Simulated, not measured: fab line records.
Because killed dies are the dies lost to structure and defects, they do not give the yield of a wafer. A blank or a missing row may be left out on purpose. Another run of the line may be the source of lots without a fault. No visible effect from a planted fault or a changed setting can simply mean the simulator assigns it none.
Commonality check across tools	flow nand-harc	14 lots and 42 wafers in the sample

## WHAT PROMPTED THE OPENING
On 2 of the 14 lots, a flag is raised at NHARC_P_M0_CD_MEAS_09 on the reading cd-nm. Wafers without a fault read 89.6 nm, standard deviation 0.59.
Rule: flag the lot when none of its wafers has a number, or when each of its wafers that has one lies beyond 4 standard deviations from that mean. The rest of the lots are taken to be sound.

lot	measured	on	cd-nm (nm), wafer by wafer	flag
L917	day 5 21:32	cd-sem-02	89.8 89.9 89.3	
L918	day 6 04:09	cd-sem-01	89.4 90.6 90.0	
L919	day 6 11:19	cd-sem-01	89.7 89.9 89.4	
L920	day 6 11:41	cd-sem-01	89.6 90.6 90.4	
L922	day 7 07:08	cd-sem-01	89.9 90.2 90.5	
L924	day 7 18:33	cd-sem-02	89.0 88.6 88.9	
L925	day 7 19:26	cd-sem-03	89.5 89.2 89.6	
L927	day 8 12:16	cd-sem-01	90.4 89.2 88.8	
L928	day 9 02:31	cd-sem-03	45.8 45.8 44.7	FLAGGED
L929	day 9 03:37	cd-sem-02	89.6 89.0 90.4	
L933	day 10 00:54	cd-sem-03	56.5 55.7 56.0	FLAGGED
L935	day 10 09:45	cd-sem-01	89.6 89.4 90.4	
L936	day 10 19:52	cd-sem-01	90.4 89.7 89.9	
L938	day 11 10:45	cd-sem-03	90.2 89.7 89.7	
Average over the flagged lots: 50.8 nm; offset from the usual -38.8 nm, equal to -66 standard deviations.

## WHICH TOOL EACH LOT WENT THROUGH
The record holds 1 process step before the reading, out of a route of 1159 steps. Cell contents, in order: the tool; ch with the chambers the sampled wafers went through; the start.
lot	flag	NHARC_P_M0_EXPOSE_06
L917		arfi-scanner-02 ch 0, day 5 21:24
L918		arfi-scanner-02 ch 0, day 6 04:01
L919		arfi-scanner-03 ch 0, day 6 11:10
L920		arfi-scanner-01 ch 0, day 6 11:33
L922		arfi-scanner-02 ch 0, day 7 07:00
L924		arfi-scanner-02 ch 0, day 7 18:25
L925		arfi-scanner-02 ch 0, day 7 19:18
L927		arfi-scanner-02 ch 0, day 8 12:08
L928	FLAGGED	arfi-scanner-02 ch 0, day 9 02:23
L929		arfi-scanner-03 ch 0, day 9 03:29
L933	FLAGGED	arfi-scanner-02 ch 0, day 10 00:46
L935		arfi-scanner-01 ch 0, day 10 09:37
L936		arfi-scanner-01 ch 0, day 10 19:44
L938		arfi-scanner-01 ch 0, day 11 10:37
These steps, and what they do:
- NHARC_P_M0_EXPOSE_06: exposes mask P M0, target cd 90 nm.
- NHARC_P_M0_CD_MEAS_09: target cd 90 nm.

## FLAGGED AGAINST TOTAL, ONE TOOL AT A TIME (gauges that did the reading follow at the end)
step	tool	lots run	flagged	share of the flagged lots	sound lots run after its first flagged lot
NHARC_P_M0_EXPOSE_06	arfi-scanner-01	4	0	none	-
NHARC_P_M0_EXPOSE_06	arfi-scanner-02	8	2	all	0
NHARC_P_M0_EXPOSE_06	arfi-scanner-03	2	0	none	-
NHARC_P_M0_CD_MEAS_09	cd-sem-01	7	0	none	-
NHARC_P_M0_CD_MEAS_09	cd-sem-02	3	0	none	-
NHARC_P_M0_CD_MEAS_09	cd-sem-03	4	2	all	1 (L938)

## WHAT IS ALLOWED BY THE TABLE
2 rows of the table ran every flagged lot: arfi-scanner-02 at NHARC_P_M0_EXPOSE_06, cd-sem-03 at NHARC_P_M0_CD_MEAS_09.
- arfi-scanner-02 at NHARC_P_M0_EXPOSE_06 ran 8 lots, 2 of them flagged. Last sound lot L927 at day 8 12:08, first flagged lot L928 at day 9 02:23; a fault beginning in between fits. Its own readings lie more than 4 standard deviations out on every wafer of the flagged lots: exposure-dose-mJ-cm2.
- cd-sem-03 at NHARC_P_M0_CD_MEAS_09 ran 4 lots, 2 of them flagged. Lots that were sound ran on it after the first flagged one (L938); a persistent fault on the entire tool would not allow that.
One tool is left: arfi-scanner-02 at NHARC_P_M0_EXPOSE_06.

## WHAT WAS PUT IN BY THE SIMULATOR
Process parameters drifting: arfi-scanner-02 at NHARC_P_M0_EXPOSE_06, beginning at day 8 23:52. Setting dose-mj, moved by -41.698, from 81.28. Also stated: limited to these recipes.
Lots struck among those shown: L928, L933. The rule given above showed the same thing.
